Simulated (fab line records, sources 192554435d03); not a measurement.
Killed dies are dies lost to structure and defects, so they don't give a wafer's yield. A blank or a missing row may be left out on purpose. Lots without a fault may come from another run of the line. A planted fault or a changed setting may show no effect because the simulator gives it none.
Which tool did it? | flow n5_finfet | 12 lots, 36 wafers sampled, at 3 steps of a route of 1938

WHAT THE GAUGES READ, wafer by wafer
N5_MOL_CONTACT_COAG_INSPECT_42: inspects for defects (brightfield).
lot  | measured     | on                | raw_defect_count
L075 | day 5 13:50  | defect_inspect-02 | 143 154 208
L077 | day 5 21:34  | defect_inspect-02 | 179 189 274
L079 | day 6 07:51  | defect_inspect-02 | 209 190 275
L081 | day 7 00:57  | defect_inspect-01 | 189 171 196
L083 | day 7 13:08  | defect_inspect-02 | 166 244 228
L085 | day 8 02:25  | defect_inspect-02 | 216 196 155
L087 | day 8 20:13  | defect_inspect-01 | 206 232 263
L089 | day 9 01:21  | defect_inspect-02 | 231 248 172
L091 | day 9 13:10  | defect_inspect-01 | 251 262 228
L093 | day 10 03:11 | defect_inspect-02 | 196 199 291
L095 | day 10 12:57 | defect_inspect-02 | 227 181 164
L097 | day 11 04:46 | defect_inspect-01 | 187 151 79

WHICH TOOL RAN EACH LOT (tool, then ch and the chambers of the sampled wafers, then the start)
lot  | N5_GATE_CUT_ETCH_47               | N5_MOL_CONTACT_COAG_PRE_CLEAN_141
L075 | rie_metal-03 ch 0,1, day 4 19:26  | pvd_sputter-01, day 5 00:46
L077 | rie_metal-01 ch 0,1, day 5 06:15  | pvd_sputter-01, day 5 12:25
L079 | rie_metal-01 ch 0,1, day 5 17:59  | pvd_sputter-02, day 5 23:48
L081 | rie_metal-02 ch 1, day 6 09:14    | pvd_sputter-01, day 6 16:25
L083 | rie_metal-01 ch 0,1, day 6 22:20  | pvd_sputter-02, day 7 04:59
L085 | rie_metal-03 ch 0,1, day 7 08:04  | pvd_sputter-03, day 7 17:11
L087 | rie_metal-01 ch 0,1, day 8 01:57  | pvd_sputter-03, day 8 07:51
L089 | rie_metal-03 ch 0,1, day 8 08:59  | pvd_sputter-02, day 8 14:48
L091 | rie_metal-02 ch 0,1, day 8 21:10  | pvd_sputter-01, day 9 04:19
L093 | rie_metal-01 ch 0,1, day 9 10:44  | pvd_sputter-03, day 9 16:13
L095 | rie_metal-01 ch 1, day 9 22:10    | pvd_sputter-01, day 10 05:10
L097 | rie_metal-02 ch 0,1, day 10 09:51 | pvd_sputter-02, day 10 17:14
- N5_GATE_CUT_ETCH_47: etches SiO2 in Cl2/BCl3, target depth 10 nm.
- N5_MOL_CONTACT_COAG_PRE_CLEAN_141: time 60 s.

THE ANSWER, worked out from the rows above alone
Rule: what is usual is taken from the lots themselves. Put in order of their means at a reading, lots are off if they are a third of the lots or fewer, leave a main group of 4 or more, and stand apart from it by a gap of 3 or more times the standard deviation of the main group's means; of several such gaps the widest counts. A main group whose means are all the same, to the digits that the tables above print for the reading, isn't used. A lot without any number at a reading at which 4 lots or more have one is off too. The other lots that the step has rows for count as sound.
No lot is off at any reading shown: from this, nothing can be told.

WHAT THE SIMULATOR HAD PUT IN
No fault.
